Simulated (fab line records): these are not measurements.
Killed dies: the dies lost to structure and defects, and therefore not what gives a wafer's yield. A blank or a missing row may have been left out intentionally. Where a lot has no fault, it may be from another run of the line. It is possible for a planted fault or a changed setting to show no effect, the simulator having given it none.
Chamber matching | flow nand-harc | rie-diel-06 running NHARC_P_M1_DESCUM_14: 4 sister chambers
The step chemistry O2, time 3 s. 8 wafers are shown with their chamber, then 8 later ones without.

## WAFERS WITH THEIR CHAMBER
wafer  | chamber | throttle-valve-pct (%) | rf-vpp-V (V)
L667.5 | 1       | 11.313                 | 59.3
L668.6 | 0       | 11.302                 | 58.1
L669.1 | 1       | 11.321                 | 57.3
L669.3 | 0       | 11.307                 | 58.1
L673.1 | 3       | 11.310                 | 56.6
L680.5 | 2       | 11.317                 | 58.5
L680.6 | 3       | 11.313                 | 56.8
L681.1 | 2       | 11.311                 | 56.6

## WAFERS WHOSE CHAMBER IS MISSING
wafer  | throttle-valve-pct (%) | rf-vpp-V (V)
L681.3 | 11.310                 | 58.4
L681.5 | 11.302                 | 58.3
L683.3 | 11.321                 | 58.0
L683.5 | 11.302                 | 58.4
L683.6 | 11.338                 | 57.5
L685.2 | 11.301                 | 57.7
L685.5 | 11.323                 | 57.0
L685.6 | 11.313                 | 59.2

## EACH ONE'S CHAMBER
wafer  | from the rows above               | in truth
L681.3 | can't be placed: 2 or 0 or 1 or 3 | 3
L681.5 | 0                                 | 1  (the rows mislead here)
L683.3 | can't be placed: 1 or 2 or 3      | 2
L683.5 | 0                                 | 0
L683.6 | can't be placed: 1 or 2 or 3      | 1
L685.2 | can't be placed: 0 or 3           | 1
L685.5 | can't be placed: 1 or 2 or 3      | 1
L685.6 | can't be placed: 1 or 2 or 0 or 3 | 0
Correct placement for 1 of the 8. These rows do not allow placing 6 (true chamber among the candidates in 5). Number placed wrongly: 1.
How it was worked out, from the rows above alone: a wafer's distance from a chamber is the root of the sum, over the readings, of the square of ((its reading less the chamber's mean) divided by the reading's scatter). If the next closest chamber is less than 2 further off than the closest, the wafer can't be placed; otherwise it belongs to the closest. Each chamber's mean is taken over the wafers shown for it. The scatter: the root of (the sum of the squares of (reading less its chamber's mean) over the shown wafers, divided by (wafers less chambers)).
